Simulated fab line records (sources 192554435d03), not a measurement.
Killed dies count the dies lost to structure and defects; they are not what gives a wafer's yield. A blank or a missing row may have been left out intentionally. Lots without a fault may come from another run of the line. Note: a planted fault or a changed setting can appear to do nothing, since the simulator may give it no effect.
Matching of chambers | flow n5_finfet | rie_diel-04 running N5_BEOL_M11_STRIP_19: 4 sister chambers
The step strips in O2. 8 wafers are shown with their chamber, then 9 later ones without.

WAFERS PAIRED WITH THEIR CHAMBERS
wafer  | chamber | drypump_motor_current_A (A) | throttle_valve_pct (%)
L083.1 | 1       | 5.9                         | 16.67
L085.1 | 1       | 5.8                         | 16.71
L085.3 | 3       | 5.7                         | 16.58
L088.1 | 0       | 5.1                         | 16.67
L088.5 | 2       | 5.6                         | 16.34
L091.2 | 3       | 5.7                         | 16.60
L091.3 | 2       | 5.5                         | 16.36
L091.6 | 0       | 5.1                         | 16.67

WAFERS WITH NO CHAMBER GIVEN
wafer  | drypump_motor_current_A (A) | throttle_valve_pct (%)
L094.1 | 5.6                         | 16.37
L094.2 | 5.8                         | 16.74
L094.4 | 5.6                         | 16.35
L097.1 | 5.7                         | 16.61
L097.4 | 5.1                         | 16.69
L097.6 | 5.8                         | 16.74
L096.2 | 5.6                         | 16.37
L096.5 | 5.8                         | 16.77
L096.6 | 5.1                         | 16.70

CHAMBER TAKEN BY EACH
wafer  | from the rows above | in truth
L094.1 | 2                   | 2
L094.2 | 1                   | 1
L094.4 | 2                   | 2
L097.1 | 3                   | 3
L097.4 | 0                   | 0
L097.6 | 1                   | 1
L096.2 | 2                   | 2
L096.5 | 1                   | 1
L096.6 | 0                   | 0
Correctly placed: 9 of 9. From these rows, 0 cannot be placed. Placed wrongly: 0.
How it was worked out, from the rows above alone: a wafer's distance from a chamber is the root of the sum, over the readings, of the square of ((its reading less the chamber's mean) divided by the reading's scatter). The wafer belongs to the nearest chamber; if the next one is less than 2 further off, it can't be placed. Each chamber's mean is taken over the wafers shown for it. The scatter: take each reading less its chamber's mean, square it, sum over the shown wafers, divide by the number of wafers less the number of chambers, and take the root.
